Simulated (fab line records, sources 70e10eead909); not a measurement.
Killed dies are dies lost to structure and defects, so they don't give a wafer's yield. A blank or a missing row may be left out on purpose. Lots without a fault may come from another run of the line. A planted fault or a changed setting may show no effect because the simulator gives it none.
Chamber matching | flow nand_harc | NHARC_THIN_TSV_ETCH_15 on rie_si-01: 4 sister chambers
The step target depth 3000 nm, bosch target overetch cycles 2, bosch etch step 2.8 s. 14 wafers are shown with their chamber, then 7 later ones without.

WAFERS WITH THEIR CHAMBER
wafer  | chamber | drypump_motor_current_A (A) | he_backside_leak_sccm (sccm)
L647.1 | 2       | 5.1                         | 2.39
L647.3 | 3       | 6.4                         | 2.60
L647.6 | 3       | 6.4                         | 2.72
L657.1 | 0       | 5.7                         | 2.58
L657.2 | 1       | 5.8                         | 2.48
L657.3 | 2       | 5.1                         | 2.52
L659.1 | 0       | 5.8                         | 2.76
L659.2 | 1       | 5.8                         | 2.55
L659.5 | 0       | 5.7                         | 2.66
L660.2 | 2       | 5.1                         | 2.49
L660.3 | 3       | 6.4                         | 2.77
L660.6 | 2       | 5.1                         | 2.20
L661.1 | 3       | 6.4                         | 2.90
L661.2 | 2       | 5.1                         | 2.22

SIGNATURES (means of the wafers above)
reading                 | chamber 0 | chamber 1 | chamber 2 | chamber 3 | scatter within a chamber
drypump_motor_current_A | 5.733     | 5.800     | 5.100     | 6.400     | 0.0258
he_backside_leak_sccm   | 2.6667    | 2.5150    | 2.3640    | 2.7475    | 0.124
Rule: a wafer's distance from a chamber is the root of the sum, over the readings, of the square of ((its reading less the chamber's mean) divided by the reading's scatter). The wafer belongs to the nearest chamber; if the next one is less than 2 further off, it can't be placed. The scatter: the root of (the sum of the squares of (reading less its chamber's mean) over the shown wafers, divided by (wafers less chambers)).

WAFERS WITHOUT THEIR CHAMBER
wafer  | drypump_motor_current_A (A) | he_backside_leak_sccm (sccm)
L661.5 | 6.4                         | 2.73
L662.2 | 5.7                         | 2.73
L662.4 | 5.8                         | 2.51
L662.6 | 6.3                         | 2.70
L667.4 | 5.8                         | 2.46
L667.5 | 5.1                         | 2.42
L667.6 | 5.8                         | 2.53

WHICH CHAMBER EACH WENT THROUGH
wafer  | from the rows above | in truth
L661.5 | 3                   | 3
L662.2 | 0                   | 0
L662.4 | 1                   | 1
L662.6 | 3                   | 3
L667.4 | 1                   | 1
L667.5 | 2                   | 2
L667.6 | 1                   | 1
Placed correctly: 7 of 7. Can't be placed from these rows: 0. Placed wrongly: 0.
